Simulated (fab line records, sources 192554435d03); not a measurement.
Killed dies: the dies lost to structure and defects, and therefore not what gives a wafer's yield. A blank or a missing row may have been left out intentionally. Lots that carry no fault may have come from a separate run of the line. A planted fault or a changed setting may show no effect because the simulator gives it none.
Matching of chambers / flow n5Finfet / 4 sister chambers for N5_BEOL_M9_DESCUM_16 on rieDiel-05
The step chemistry O2, time 7.9 s. 4 wafers are shown with their chamber, then 11 later ones without.

WAFERS PAIRED WITH THEIR CHAMBERS
wafer=L083.1; chamber=2; drypumpMotorCurrentA (A)=5.0
wafer=L083.2; chamber=3; drypumpMotorCurrentA (A)=5.6
wafer=L083.3; chamber=0; drypumpMotorCurrentA (A)=6.1
wafer=L083.4; chamber=1; drypumpMotorCurrentA (A)=5.7

WAFERS WHOSE CHAMBER IS MISSING
wafer=L083.5; drypumpMotorCurrentA (A)=6.2
wafer=L083.6; drypumpMotorCurrentA (A)=5.6
wafer=L086.2; drypumpMotorCurrentA (A)=5.7
wafer=L086.3; drypumpMotorCurrentA (A)=5.6
wafer=L086.4; drypumpMotorCurrentA (A)=5.0
wafer=L095.1; drypumpMotorCurrentA (A)=5.7
wafer=L095.2; drypumpMotorCurrentA (A)=6.2
wafer=L095.3; drypumpMotorCurrentA (A)=5.0
wafer=L095.4; drypumpMotorCurrentA (A)=5.7
wafer=L095.5; drypumpMotorCurrentA (A)=5.0
wafer=L095.6; drypumpMotorCurrentA (A)=6.1

WHICH CHAMBER EACH WENT THROUGH
wafer=L083.5; from the rows above=0; in truth=0
wafer=L083.6; from the rows above=3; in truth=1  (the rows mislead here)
wafer=L086.2; from the rows above=1; in truth=1
wafer=L086.3; from the rows above=3; in truth=3
wafer=L086.4; from the rows above=2; in truth=2
wafer=L095.1; from the rows above=1; in truth=1
wafer=L095.2; from the rows above=0; in truth=0
wafer=L095.3; from the rows above=2; in truth=2
wafer=L095.4; from the rows above=1; in truth=1
wafer=L095.5; from the rows above=2; in truth=2
wafer=L095.6; from the rows above=0; in truth=0
Correct placement for 10 of the 11. Can't be placed from these rows: 0. Number placed wrongly: 1.
How it was worked out, from the rows above alone: a wafer's distance from a chamber is the root of the sum, over the readings, of the square of ((its reading less the chamber's mean) divided by the reading's scatter). The wafer belongs to the nearest chamber; if the next one is less than 2 further off, it can't be placed. Each chamber's mean is taken over the wafers shown for it. The scatter: root of mean squared gap, hidden wafer to nearest shown wafer, with one shown wafer a chamber.
